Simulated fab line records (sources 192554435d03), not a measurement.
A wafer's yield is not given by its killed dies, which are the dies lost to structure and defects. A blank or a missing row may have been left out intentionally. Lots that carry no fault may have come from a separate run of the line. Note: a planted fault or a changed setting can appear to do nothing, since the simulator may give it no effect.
fab line records ; flow n5-finfet ; part 1 of 2: steps 1 to 25 of 31
record: lots: 5; wafers: 15; last-day: 19
route steps=1938 shown BEOL_M10@1480
lots with no fault: from the same line, run without faults
start-h: hours from the record's first day to the start of the lot's first wafer shown ; wait-h: hours since the lot's step before ; " unchanged from the row above ; L1.1+2: a single row standing in for several wafers ; - no value, or no start given ; * or withheld: withheld ; < > ~ a bound
route shown NAME@n: NAME is a module with steps in the file, n the number in the route of the first one ; usual: mean/standard deviation taken from wafers without a fault ; same: alike in all rows ; chamber/n: place in a boat ; sites: the reading at each site ; _std_site: standard deviation across them ; _edge_site: inner sites' mean taken away from outer sites' mean ; radius-mm: how far each site lies from the wafer's centre ; mask NAME#n: copy n ; behind: the most recent tool/chamber to have shaped the wafer ; hold: what put the lot on hold/how long, in hours/how the hold closed ; device: whichever transistor did not switch (one of n, p or np) ; end of line: tests of these same wafers at the route's end ; for a step that has no rows: nothing shown but its recipe ; killed: the dies lost at the first sort to structure and to defects; this is not the yield of the wafer ; map: a wafer's dies, x killed, . not, _ none there
set.NAME: the run value of the setting; set.NAME@STEP: its run value at that earlier step ; model.NAME: the simulator's own value behind a step, which no gauge read
lots at selected steps of the route; one table per step, one row per wafer
services: when a tool's chamber went out of use (start-h, in hours from the record's first day, below 0 if earlier), for how many hours, and the reason
== steps ==
step: N5_BEOL_M10_EXPOSE_08
recipe: mask-id: M10; na: 1.35; source-shape: dipole; sigma-inner: 0.411; sigma-outer: 0.611; polarization: te; dose-mj: 53.75
same: dipole-opening-deg: 40; sigma-inner: 0.411
lot.wafer;tool;chamber;start-h;wait-h;mask
L077.1+2+4;arfi-scanner-02;0;303.89;-;M10#0
L078.1+3+5;arfi-scanner-02;0;331.77;-;M10#0
L088.1+2+4;arfi-scanner-03;0;366.75;-;M10#0
L089.1+3+5;arfi-scanner-03;0;367.24;-;M10#0
L093.2+3+4;arfi-scanner-02;0;402.54;-;M10#0
step: N5_BEOL_M10_PEB_09
recipe: peb-temp-c: withheld; peb-time-s: 60; resist: CAR-ArF
lot.wafer;tool;chamber;start-h;wait-h
L077.1+2+4;litho-track-03;0;303.95;0.1
L078.1+3+5;litho-track-03;0;331.83;0.1
L088.1+2+4;litho-track-01;0;366.81;0.1
L089.1+3+5;litho-track-01;0;367.30;0.1
L093.2+3+4;litho-track-01;0;402.60;0.0
step: N5_BEOL_M10_DEVELOP_10
recipe: develop-time-s: 30; developer: TMAH; resist: CAR-ArF; rinse-liquid: diw; dry: air-spin; dev-temp-c: 23
lot.wafer;tool;chamber;start-h;wait-h
L077.1+2+4;litho-track-03;0;-;-
L078.1+3+5;litho-track-03;0;-;-
L088.1+2+4;litho-track-01;0;-;-
L089.1+3+5;litho-track-01;0;-;-
L093.2+3+4;litho-track-01;0;-;-
step: N5_BEOL_M10_CD_MEAS_11
recipe: target-cd-nm: 64.1; landing-energy-ev: 500; detector: se-inlens; polarity: opening
usual: cd-nm: 64.2/0.93
lot.wafer;tool;chamber;start-h;wait-h;cd-nm
L077.1;cd-sem-01;0;304.01;-;65.0
L077.2;cd-sem-01;0;304.01;-;64.9
L077.4;cd-sem-01;0;304.01;-;64.3
L078.1;cd-sem-03;0;331.90;-;65.3
L078.3;cd-sem-03;0;331.90;-;65.5
L078.5;cd-sem-03;0;331.90;-;65.6
L088.1;cd-sem-02;0;366.88;-;64.1
L088.2;cd-sem-02;0;366.88;-;64.9
L088.4;cd-sem-02;0;366.88;-;64.1
L089.1;cd-sem-01;0;367.36;-;64.8
L089.3;cd-sem-01;0;367.36;-;64.5
L089.5;cd-sem-01;0;367.36;-;63.0
L093.2;cd-sem-03;0;402.67;-;64.8
L093.3;cd-sem-03;0;402.67;-;63.9
L093.4;cd-sem-03;0;402.67;-;65.3
step: N5_BEOL_M10_OVL_MEAS_12
recipe: points-per-wafer: 44
usual: M10_OVL: 0.3/0.8
lot.wafer;tool;chamber;start-h;wait-h;M10_OVL[nm]
L077.1;overlay-01;0;304.04;0.0;-0.3
L077.2;overlay-01;0;304.04;0.0;-0.3
L077.4;overlay-01;0;304.04;0.0;-0.5
L078.1;overlay-01;0;331.93;0.0;-0.1
L078.3;overlay-01;0;331.93;0.0;-1.4
L078.5;overlay-01;0;331.93;0.0;-0.1
L088.1;overlay-01;0;366.91;0.0;0.2
L088.2;overlay-01;0;366.91;0.0;-0.8
L088.4;overlay-01;0;366.91;0.0;0.6
L089.1;overlay-01;0;367.41;0.0;0.8
L089.3;overlay-01;0;367.41;0.0;0.2
L089.5;overlay-01;0;367.41;0.0;0.7
L093.2;overlay-01;0;402.70;0.0;-1.7
L093.3;overlay-01;0;402.70;0.0;-1.1
L093.4;overlay-01;0;402.70;0.0;-1.9
step: N5_BEOL_M10_INSPECT_13
recipe: mode: adi; inspect-instrument: brightfield
usual: raw-defect-count: 414/84
lot.wafer;tool;chamber;start-h;wait-h;raw-defect-count
L077.1;defect-inspect-02;-;304.07;0.0;392
L077.2;defect-inspect-02;-;304.07;0.0;447
L077.4;defect-inspect-02;-;304.07;0.0;499
L078.1;defect-inspect-02;-;331.95;0.0;407
L078.3;defect-inspect-02;-;331.95;0.0;350
L078.5;defect-inspect-02;-;331.95;0.0;347
L088.1;defect-inspect-01;-;366.93;0.0;433
L088.2;defect-inspect-01;-;366.93;0.0;426
L088.4;defect-inspect-01;-;366.93;0.0;552
L089.1;defect-inspect-01;-;367.44;0.0;436
L089.3;defect-inspect-01;-;367.44;0.0;320
L089.5;defect-inspect-01;-;367.44;0.0;388
L093.2;defect-inspect-02;-;402.72;0.0;351
L093.3;defect-inspect-02;-;402.72;0.0;555
L093.4;defect-inspect-02;-;402.72;0.0;465
step: N5_BEOL_M10_DESCUM_16
recipe: chemistry: O2; time-s: 7.9; source-power-w: 50; bias-power-w: 20; pressure-mtorr: 20; rf-frequency-hz: 2.712e+07; temp-c: 40; resist: CAR-ArF; o2-flow-sccm: 225
usual: drypump-motor-current-A: 5.6/0.54; oes-product-au: 0.80/0.08; rf-vpp-V: 243.0/1.2; showerhead-plenum-p-Torr: 2.08/0.064; throttle-valve-pct: 20.16/0.16
same: time-s: 7.9
lot.wafer;tool;chamber;start-h;wait-h;drypump-motor-current-A;oes-product-au;rf-hours-counter-h;rf-vpp-V;showerhead-plenum-p-Torr;throttle-valve-pct
L077.1;rie-diel-05;2;304.24;0.2;5.4;0.73;177;244.7;2.07;20.02
L077.2;rie-diel-05;0;304.24;0.2;5.2;0.77;139;245.3;2.09;20.29
L077.4;rie-diel-05;1;304.24;0.2;6.4;0.83;72;242.9;2.02;19.98
L078.1;rie-diel-05;1;332.23;0.3;6.4;0.80;85;241.4;2.02;20.01
L078.3;rie-diel-05;3;332.23;0.3;5.2;0.84;67;243.6;2.03;20.16
L078.5;rie-diel-05;3;332.23;0.3;5.2;0.85;-;241.9;2.03;20.16
L088.1;rie-diel-01;1;367.06;0.1;5.1;0.69;234;244.2;2.16;20.52
L088.2;rie-diel-01;0;367.06;0.1;5.5;1.03;0;242.8;2.07;20.16
L088.4;rie-diel-01;3;367.06;0.1;5.7;0.77;131;241.9;2.02;20.12
L089.1;rie-diel-01;3;367.49;0.1;5.6;0.77;131;241.5;2.02;20.14
L089.3;rie-diel-01;2;367.49;0.1;5.3;0.84;44;245.9;2.24;20.12
L089.5;rie-diel-01;3;367.49;0.1;5.6;0.77;-;240.8;2.02;20.13
L093.2;rie-diel-04;2;402.83;0.1;4.9;0.68;221;244.0;2.05;20.00
L093.3;rie-diel-04;3;402.83;0.1;6.6;0.89;30;243.2;2.15;20.22
L093.4;rie-diel-04;0;402.83;0.1;5.7;0.86;50;242.3;2.04;20.00
step: N5_BEOL_M10_ETCH_61
recipe: chemistry: CF4; target: SiARC; target-depth-a: 390; mask-material: CAR-ArF; time-s: 65; ion-energy-ev: 80; pressure-mtorr: 40; source-w: 545; bias-w: 36; Ar_flow_sccm: 100; cf4-flow-sccm: 100; ends: cleared
usual: drypump-motor-current-A: 5.6/0.54; etch-rf-on-time-s: 65.8/2; oes-product-au: 0.68/0.071; rf-vpp-V: 183.9/1; showerhead-plenum-p-Torr: 2.14/0.053; throttle-valve-pct: 15.42/0.17
lot.wafer;tool;chamber;start-h;wait-h;drypump-motor-current-A;etch-rf-on-time-s;oes-product-au;rf-hours-counter-h;rf-vpp-V;showerhead-plenum-p-Torr;throttle-valve-pct
L077.1;rie-diel-05;2;304.27;0.0;5.4;63.5;0.63;177;182.9;2.15;15.43
L077.2;rie-diel-05;0;304.27;0.0;5.3;65.9;0.65;139;184.3;2.16;15.61
L077.4;rie-diel-05;1;304.27;0.0;6.4;66.9;0.69;72;183.3;2.10;15.35
L078.1;rie-diel-05;1;332.26;0.0;6.4;67.5;0.67;85;182.7;2.09;15.36
L078.3;rie-diel-05;3;332.26;0.0;5.3;66.5;0.72;67;183.7;2.09;15.47
L078.5;rie-diel-05;3;332.26;0.0;5.2;67.7;0.72;-;184.1;2.09;15.46
L088.1;rie-diel-01;1;367.10;0.0;5.1;65.6;0.58;234;183.3;2.19;15.64
L088.2;rie-diel-01;0;367.10;0.0;5.5;64.7;0.87;0;183.2;2.11;15.29
L088.4;rie-diel-01;3;367.10;0.0;5.6;64.1;0.67;131;183.8;2.07;15.41
L089.1;rie-diel-01;3;367.53;0.0;5.6;64.9;0.67;131;182.3;2.07;15.41
L089.3;rie-diel-01;2;367.53;0.0;5.2;62.9;0.75;44;186.1;2.28;15.20
L089.5;rie-diel-01;3;367.53;0.0;5.6;64.6;0.66;-;184.3;2.07;15.40
L093.2;rie-diel-04;2;402.87;0.0;4.9;70.0;0.57;221;183.3;2.11;15.37
L093.3;rie-diel-04;3;402.87;0.0;6.5;63.0;0.76;30;184.2;2.17;15.21
L093.4;rie-diel-04;0;402.87;0.0;5.7;64.7;0.74;50;182.0;2.10;15.29
step: N5_BEOL_M10_ETCH_62
recipe: chemistry: N2/H2; target: SOC; target-depth-a: 1100; overetch-a: 220; mask-material: SiARC; temp-c: 40; time-s: 165; ion-energy-ev: 200; pressure-mtorr: 30; source-w: 840; bias-w: 150; n2-flow-sccm: 200; h2-flow-sccm: 200
usual: drypump-motor-current-A: 5.6/0.54; oes-product-au: 0.68/0.066; rf-vpp-V: 523.6/2; showerhead-plenum-p-Torr: 2.53/0.07; throttle-valve-pct: 17.58/0.24
same: time-s: 165
lot.wafer;tool;chamber;start-h;wait-h;drypump-motor-current-A;oes-product-au;rf-hours-counter-h;rf-vpp-V;showerhead-plenum-p-Torr;throttle-valve-pct
L077.1;rie-diel-05;2;304.32;0.0;5.3;0.63;177;521.5;2.52;17.50
L077.2;rie-diel-05;0;304.32;0.0;5.3;0.64;139;524.4;2.54;17.65
L077.4;rie-diel-05;1;304.32;0.0;6.4;0.69;73;522.8;2.48;17.49
L078.1;rie-diel-05;1;332.31;0.0;6.4;0.68;85;521.5;2.47;17.52
L078.3;rie-diel-05;3;332.31;0.0;5.3;0.73;67;520.6;2.47;17.67
L078.5;rie-diel-05;3;332.31;0.0;5.3;0.73;-;523.0;2.47;17.66
L088.1;rie-diel-01;1;367.15;0.0;5.1;0.59;234;525.5;2.66;18.16
L088.2;rie-diel-01;0;367.15;0.0;5.5;0.86;0;523.5;2.51;17.49
L088.4;rie-diel-01;3;367.15;0.0;5.7;0.66;131;520.3;2.46;17.59
L089.1;rie-diel-01;3;367.58;0.0;5.6;0.66;131;521.5;2.46;17.58
L089.3;rie-diel-01;2;367.58;0.0;5.2;0.72;44;528.8;2.69;17.25
L089.5;rie-diel-01;3;367.58;0.0;5.6;0.66;-;521.8;2.46;17.58
L093.2;rie-diel-04;2;402.92;0.0;4.9;0.59;222;524.4;2.52;17.59
L093.3;rie-diel-04;3;402.92;0.0;6.6;0.74;30;526.9;2.58;17.37
L093.4;rie-diel-04;0;402.92;0.0;5.8;0.73;50;521.0;2.45;17.25
step: N5_BEOL_M10_STRIP_68
recipe: chemistry: N2/H2; temp-c: 40; n2-flow-sccm: 200; h2-flow-sccm: 200; rf-frequency-hz: 6e+07
lot.wafer;tool;chamber;start-h;wait-h
L077.1+2+4;rie-diel-05;2,0,1;304.46;0.1
L078.1+3+5;rie-diel-05;1,3,3;332.45;0.1
L088.1+2+4;rie-diel-01;1,0,3;367.29;0.1
L089.1+3+5;rie-diel-01;3,2,3;367.71;0.1
L093.2+3+4;rie-diel-04;2,3,0;403.05;0.1
step: N5_BEOL_M10_STRIP_67
recipe: chemistry: CF4; resist: SiARC; power-w: 300; bias-power-w: 75; pressure-mtorr: 50; cf4-flow-sccm: 150; rf-frequency-hz: 6e+07
usual: drypump-motor-current-A: 5.6/0.54; oes-product-au: 0.80/0.076; rf-vpp-V: 271.0/1.4; showerhead-plenum-p-Torr: 1.79/0.042; throttle-valve-pct: 13.39/0.18
lot.wafer;tool;chamber;start-h;wait-h;drypump-motor-current-A;oes-product-au;rf-hours-counter-h;rf-vpp-V;showerhead-plenum-p-Torr;throttle-valve-pct
L077.1;rie-diel-05;2;304.47;0.0;5.4;0.73;177;269.9;1.79;13.38
L077.2;rie-diel-05;0;304.47;0.0;5.3;0.77;139;270.9;1.82;13.61
L077.4;rie-diel-05;1;304.47;0.0;6.4;0.82;73;271.1;1.76;13.28
L078.1;rie-diel-05;1;332.46;0.0;6.4;0.80;85;270.3;1.75;13.32
L078.3;rie-diel-05;3;332.46;0.0;5.3;0.86;67;269.3;1.76;13.45
L078.5;rie-diel-05;3;332.46;0.0;5.3;0.86;-;268.5;1.76;13.44
L088.1;rie-diel-01;1;367.30;0.0;5.0;0.69;234;272.6;1.82;13.63
L088.2;rie-diel-01;0;367.30;0.0;5.5;1.01;0;270.2;1.77;13.24
L088.4;rie-diel-01;3;367.30;0.0;5.6;0.78;131;271.1;1.74;13.43
L089.1;rie-diel-01;3;367.72;0.0;5.6;0.78;131;270.3;1.74;13.42
L089.3;rie-diel-01;2;367.72;0.0;5.2;0.85;44;274.1;1.90;13.13
L089.5;rie-diel-01;3;367.72;0.0;5.6;0.77;-;269.5;1.74;13.43
L093.2;rie-diel-04;2;403.06;0.0;4.9;0.69;222;272.0;1.76;13.35
L093.3;rie-diel-04;3;403.06;0.0;6.5;0.87;30;270.5;1.83;13.17
L093.4;rie-diel-04;0;403.06;0.0;5.7;0.86;50;268.4;1.75;13.21
step: N5_BEOL_M10_HM_OPEN_17
recipe: chemistry: Cl2/BCl3; target-depth-a: 200; overetch-a: 60; target: TiN; mask-material: SOC; ion-energy-ev: 150; pressure-mtorr: 10; icp-w: 1000; bias-w: 126; Cl2_flow_sccm: 53.25; bcl3-flow-sccm: 21.75; Ar_flow_sccm: 25
usual: drypump-motor-current-A: 5.79/0.25; oes-product-au: 0.64/0.06; throttle-valve-pct: 22.14/0.26
lot.wafer;tool;chamber;start-h;wait-h;drypump-motor-current-A;oes-product-au;rf-hours-counter-h;throttle-valve-pct
L077.1;rie-metal-03;0;304.51;0.0;5.73;0.64;50;21.85
L077.2;rie-metal-03;1;304.51;0.0;5.64;0.62;69;22.16
L077.4;rie-metal-03;1;304.51;0.0;5.64;0.62;-;22.14
L078.1;rie-metal-02;1;332.50;0.0;6.07;0.75;10;22.31
L078.3;rie-metal-02;1;332.50;0.0;6.04;0.75;-;22.30
L078.5;rie-metal-02;1;332.50;0.0;6.02;0.75;-;22.30
L088.1;rie-metal-03;1;367.34;0.0;5.63;0.61;75;22.16
L088.2;rie-metal-03;0;367.34;0.0;5.74;0.63;56;21.87
L088.4;rie-metal-03;0;367.34;0.0;5.73;0.62;-;21.87
L089.1;rie-metal-02;0;367.76;0.0;6.16;0.57;89;22.65
L089.3;rie-metal-02;1;367.76;0.0;6.03;0.74;-;22.30
L089.5;rie-metal-02;0;367.76;0.0;6.16;0.57;-;22.64
L093.2;rie-metal-03;0;403.10;0.0;5.74;0.62;60;21.90
L093.3;rie-metal-03;0;403.10;0.0;5.72;0.61;-;21.89
L093.4;rie-metal-03;1;403.10;0.0;5.64;0.60;-;22.16
step: N5_BEOL_M10_STRIP_19
recipe: chemistry: O2; power-w: 400; temp-c: 40; pressure-mtorr: 30; rf-frequency-hz: 6e+07; bias-power-w: 0; overash-fraction: 0.2; o2-flow-sccm: 225
usual: drypump-motor-current-A: 5.5/0.47; oes-product-au: 0.80/0.083; rf-vpp-V: 3.6/0.64; showerhead-plenum-p-Torr: 2.10/0.072; throttle-valve-pct: 16.47/0.18
lot.wafer;tool;chamber;start-h;wait-h;drypump-motor-current-A;oes-product-au;rf-hours-counter-h;rf-vpp-V;showerhead-plenum-p-Torr;throttle-valve-pct
L077.1;rie-diel-04;0;304.76;0.2;5.8;0.94;11;4.1;2.06;16.23
L077.2;rie-diel-04;2;304.76;0.2;4.9;0.70;187;4.5;2.06;16.27
L077.4;rie-diel-04;1;304.76;0.2;6.4;0.82;-;4.0;2.10;16.60
L078.1;rie-diel-01;2;332.64;0.1;5.2;0.87;28;3.5;2.25;16.30
L078.3;rie-diel-01;1;332.64;0.1;5.1;0.69;218;3.3;2.17;16.76
L078.5;rie-diel-01;0;332.64;0.1;5.5;0.68;-;2.9;2.08;16.89
L088.1;rie-diel-04;1;367.45;0.1;6.3;0.79;102;3.9;2.09;16.65
L088.2;rie-diel-04;3;367.45;0.1;6.5;0.92;17;4.9;2.16;16.35
L088.4;rie-diel-04;1;367.45;0.1;6.4;0.79;-;4.8;2.09;16.66
L089.1;rie-diel-05;1;367.87;0.1;6.4;0.80;97;3.4;2.02;16.32
L089.3;rie-diel-05;0;367.87;0.1;5.3;0.75;163;2.9;2.08;16.57
L089.5;rie-diel-05;2;367.87;0.1;5.4;0.71;-;3.0;2.07;16.38
L093.2;rie-diel-05;2;403.21;0.1;5.4;0.71;212;4.3;2.06;16.42
L093.3;rie-diel-05;0;403.21;0.1;5.3;0.73;174;4.1;2.08;16.62
L093.4;rie-diel-05;1;403.21;0.1;6.4;0.79;108;3.4;2.01;16.35
step: N5_BEOL_M10_CD_MEAS_18
recipe: pitch-nm: 140; target-cd-nm: 70
usual: cd-nm: 70.2/0.95
lot.wafer;tool;chamber;start-h;wait-h;cd-nm
L077.1;cd-sem-03;-;304.83;0.0;71.2
L077.2;cd-sem-03;-;304.83;0.0;70.6
L077.4;cd-sem-03;-;304.83;0.0;70.4
L078.1;cd-sem-02;-;332.71;0.0;70.7
L078.3;cd-sem-02;-;332.71;0.0;71.5
L078.5;cd-sem-02;-;332.71;0.0;71.2
L088.1;cd-sem-02;-;367.52;0.0;70.2
L088.2;cd-sem-02;-;367.52;0.0;70.9
L088.4;cd-sem-02;-;367.52;0.0;69.6
L089.1;cd-sem-03;-;367.94;0.0;71.0
L089.3;cd-sem-03;-;367.94;0.0;71.3
L089.5;cd-sem-03;-;367.94;0.0;68.7
L093.2;cd-sem-01;-;403.28;0.1;69.7
L093.3;cd-sem-01;-;403.28;0.1;69.4
L093.4;cd-sem-01;-;403.28;0.1;71.8
step: N5_BEOL_M10_COAT_63
recipe: resist: SOC; temp-c: 250; time-s: 60; spin-rpm: 1500; resist-thk-nm: 100
same: time-s: 60
lot.wafer;tool;chamber;start-h;wait-h
L077.1+2+4;litho-track-01;0;304.86;0.0
L078.1+3+5;litho-track-03;0;334.21;1.5
L088.1+2+4;litho-track-02;0;367.74;0.2
L089.1+3+5;litho-track-02;0;367.98;0.0
L093.2+3+4;litho-track-01;0;403.95;0.7
step: N5_BEOL_M10_COAT_64
recipe: resist: SiARC; temp-c: 220; time-s: 60; spin-rpm: 1500; resist-thk-nm: 30
same: time-s: 60
lot.wafer;tool;chamber;start-h;wait-h
L077.1+2+4;litho-track-01;0;-;-
L078.1+3+5;litho-track-03;0;-;-
L088.1+2+4;litho-track-02;0;-;-
L089.1+3+5;litho-track-02;0;-;-
L093.2+3+4;litho-track-01;0;-;-
step: N5_BEOL_M10_COAT_22
recipe: resist: CAR-ArF; spin-rpm: 1500; resist-thk-nm: 90
lot.wafer;tool;chamber;start-h;wait-h
L077.1+2+4;litho-track-01;0;-;-
L078.1+3+5;litho-track-03;0;-;-
L088.1+2+4;litho-track-02;0;-;-
L089.1+3+5;litho-track-02;0;-;-
L093.2+3+4;litho-track-01;0;-;-
step: N5_BEOL_M10_EBR_24
recipe: solvent: PGMEA; ebr-width-mm: 1.5
lot.wafer;tool;chamber;start-h;wait-h
L077.1+2+4;litho-track-01;0;-;-
L078.1+3+5;litho-track-03;0;-;-
L088.1+2+4;litho-track-02;0;-;-
L089.1+3+5;litho-track-02;0;-;-
L093.2+3+4;litho-track-01;0;-;-
step: N5_BEOL_M10_SOFTBAKE_23
recipe: temp-c: 110; time-s: 60; resist: CAR-ArF
same: time-s: 60
lot.wafer;tool;chamber;start-h;wait-h
L077.1+2+4;litho-track-01;0;-;-
L078.1+3+5;litho-track-03;0;-;-
L088.1+2+4;litho-track-02;0;-;-
L089.1+3+5;litho-track-02;0;-;-
L093.2+3+4;litho-track-01;0;-;-
step: N5_BEOL_M10_EXPOSE_25
recipe: mask-id: V9; na: 1.35; source-shape: annular; sigma-inner: 0.5; sigma-outer: 0.8; polarization: unpolarized; dose-mj: 85.5
same: sigma-inner: 0.5
lot.wafer;tool;chamber;start-h;wait-h;mask
L077.1+2+4;arfi-scanner-02;0;304.98;-;V9#0
L078.1+3+5;arfi-scanner-01;0;334.62;-;V9#0
L088.1+2+4;arfi-scanner-02;0;367.98;-;V9#0
L089.1+3+5;arfi-scanner-01;0;368.23;-;V9#0
L093.2+3+4;arfi-scanner-02;0;404.19;-;V9#0
step: N5_BEOL_M10_PEB_26
recipe: peb-temp-c: withheld; peb-time-s: 60; resist: CAR-ArF
lot.wafer;tool;chamber;start-h;wait-h
L077.1+2+4;litho-track-03;0;305.04;0.1
L078.1+3+5;litho-track-02;0;334.68;0.1
L088.1+2+4;litho-track-03;0;368.05;0.1
L089.1+3+5;litho-track-03;0;368.29;0.1
L093.2+3+4;litho-track-03;0;404.25;0.1
step: N5_BEOL_M10_DEVELOP_27
recipe: develop-time-s: 30; developer: TMAH; resist: CAR-ArF; rinse-liquid: diw; dry: air-spin; dev-temp-c: 23
lot.wafer;tool;chamber;start-h;wait-h
L077.1+2+4;litho-track-03;0;-;-
L078.1+3+5;litho-track-02;0;-;-
L088.1+2+4;litho-track-03;0;-;-
L089.1+3+5;litho-track-03;0;-;-
L093.2+3+4;litho-track-03;0;-;-
step: N5_BEOL_M10_CD_MEAS_28
recipe: target-cd-nm: 70; landing-energy-ev: 500; detector: se-inlens; polarity: opening
usual: cd-nm: 70.0/1.1
lot.wafer;tool;chamber;start-h;wait-h;cd-nm
L077.1;cd-sem-01;0;305.11;-;69.2
L077.2;cd-sem-01;0;305.11;-;70.0
L077.4;cd-sem-01;0;305.11;-;69.8
L078.1;cd-sem-01;0;334.75;-;69.4
L078.3;cd-sem-01;0;334.75;-;68.7
L078.5;cd-sem-01;0;334.75;-;69.4
L088.1;cd-sem-02;0;368.12;-;72.7
L088.2;cd-sem-02;0;368.12;-;70.1
L088.4;cd-sem-02;0;368.12;-;72.0
L089.1;cd-sem-01;0;368.36;-;69.6
L089.3;cd-sem-01;0;368.36;-;69.5
L089.5;cd-sem-01;0;368.36;-;71.7
L093.2;cd-sem-03;0;404.32;-;69.2
L093.3;cd-sem-03;0;404.32;-;71.9
L093.4;cd-sem-03;0;404.32;-;70.1
step: N5_BEOL_M10_OVL_MEAS_29
recipe: points-per-wafer: 44
usual: V9_OVL: -0.4/0.71
lot.wafer;tool;chamber;start-h;wait-h;V9_OVL[nm]
L077.1;overlay-01;0;305.14;0.0;-1.0
L077.2;overlay-01;0;305.14;0.0;0.0
L077.4;overlay-01;0;305.14;0.0;-0.2
L078.1;overlay-01;0;334.78;0.0;-1.2
L078.3;overlay-01;0;334.78;0.0;-0.8
L078.5;overlay-01;0;334.78;0.0;-0.4
L088.1;overlay-01;0;368.15;0.0;0.5
L088.2;overlay-01;0;368.15;0.0;1.3
L088.4;overlay-01;0;368.15;0.0;0.1
L089.1;overlay-01;0;368.39;0.0;-0.9
L089.3;overlay-01;0;368.39;0.0;0.5
L089.5;overlay-01;0;368.39;0.0;-0.6
L093.2;overlay-01;0;404.36;0.0;0.8
L093.3;overlay-01;0;404.36;0.0;1.1
L093.4;overlay-01;0;404.36;0.0;-0.5
step: N5_BEOL_M10_INSPECT_30
recipe: mode: adi; inspect-instrument: brightfield
usual: raw-defect-count: 410/91
lot.wafer;tool;chamber;start-h;wait-h;raw-defect-count
L077.1;defect-inspect-02;-;305.17;0.0;377
L077.2;defect-inspect-02;-;305.17;0.0;455
L077.4;defect-inspect-02;-;305.17;0.0;475
L078.1;defect-inspect-01;-;334.81;0.0;351
L078.3;defect-inspect-01;-;334.81;0.0;337
L078.5;defect-inspect-01;-;334.81;0.0;318
L088.1;defect-inspect-02;-;368.17;0.0;480
L088.2;defect-inspect-02;-;368.17;0.0;471
L088.4;defect-inspect-02;-;368.17;0.0;564
L089.1;defect-inspect-02;-;368.41;0.0;424
L089.3;defect-inspect-02;-;368.41;0.0;360
L089.5;defect-inspect-02;-;368.41;0.0;389
L093.2;defect-inspect-01;-;404.38;0.0;341
L093.3;defect-inspect-01;-;404.38;0.0;500
L093.4;defect-inspect-01;-;404.38;0.0;456
